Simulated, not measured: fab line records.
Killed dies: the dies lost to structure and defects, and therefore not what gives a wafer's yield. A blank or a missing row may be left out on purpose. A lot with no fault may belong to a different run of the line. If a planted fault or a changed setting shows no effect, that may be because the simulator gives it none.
Chamber matching	flow nand_harc	rie_diel-06 running NHARC_A_CONTACT_ETCH_88: 4 sister chambers
The step etches the open film in CF4, target depth 39 nm, time 65 s. 22 wafers are shown with their chamber, then 11 later ones without.

WAFERS, EACH WITH ITS CHAMBER
wafer	chamber	showerhead_plenum_p_Torr (Torr)	drypump_motor_current_A (A)	oes_product_au (a.u.)
L074.1	0	1.79	5.9	0.990
L074.2	1	1.74	5.4	0.993
L074.5	2	1.86	5.6	1.004
L076.2	0	1.79	5.9	0.993
L076.5	1	1.74	5.4	0.986
L076.6	2	1.86	5.6	1.009
L079.1	2	1.86	5.6	1.016
L079.2	3	1.68	5.6	1.001
L079.6	0	1.79	5.9	0.997
L081.1	0	1.79	5.9	0.991
L081.4	2	1.86	5.5	1.001
L081.6	3	1.68	5.6	0.991
L082.1	2	1.86	5.5	1.007
L082.2	3	1.68	5.6	0.991
L082.4	1	1.74	5.4	0.988
L084.2	3	1.67	5.6	0.987
L084.3	2	1.86	5.6	1.008
L084.4	0	1.79	5.9	0.977
L086.1	2	1.86	5.6	1.004
L086.2	1	1.74	5.4	0.990
L086.4	3	1.67	5.6	0.994
L088.1	1	1.73	5.4	0.997

SIGNATURES (averages over the wafers above)
reading	chamber 0	chamber 1	chamber 2	chamber 3	scatter within a chamber
showerhead_plenum_p_Torr	1.7900	1.7380	1.8600	1.6760	0.00333
drypump_motor_current_A	5.900	5.400	5.571	5.600	0.0282
oes_product_au	0.98960	0.99080	1.00700	0.99280	0.00553
Rule: distance of a wafer from a chamber = root of the sum over the readings of ((wafer's reading minus chamber's mean) / reading's scatter) squared. If the next closest chamber is less than 2 further off than the closest, the wafer can't be placed; otherwise it belongs to the closest. The scatter is the square root of a quotient: the sum, over the shown wafers, of each reading's squared deviation from its chamber's mean, divided by wafers minus chambers.

WAFERS MISSING THEIR CHAMBER
wafer	showerhead_plenum_p_Torr (Torr)	drypump_motor_current_A (A)	oes_product_au (a.u.)
L088.3	1.67	5.6	1.004
L088.4	1.79	5.9	0.992
L089.3	1.67	5.6	1.008
L089.4	1.86	5.5	0.998
L089.5	1.73	5.4	1.004
L094.2	1.85	5.6	1.028
L094.5	1.67	5.6	0.998
L094.6	1.79	5.9	0.998
L093.2	1.78	5.9	1.003
L093.3	1.85	5.6	1.024
L093.6	1.67	5.6	1.007

WHICH CHAMBER EACH ONE RAN IN
wafer	from the rows above	in truth
L088.3	3	3
L088.4	0	0
L089.3	3	3
L089.4	2	2
L089.5	1	1
L094.2	2	2
L094.5	3	3
L094.6	0	0
L093.2	0	0
L093.3	2	2
L093.6	3	3
Correct placement for 11 of the 11. Number that these rows cannot place: 0. Number placed wrongly: 0.
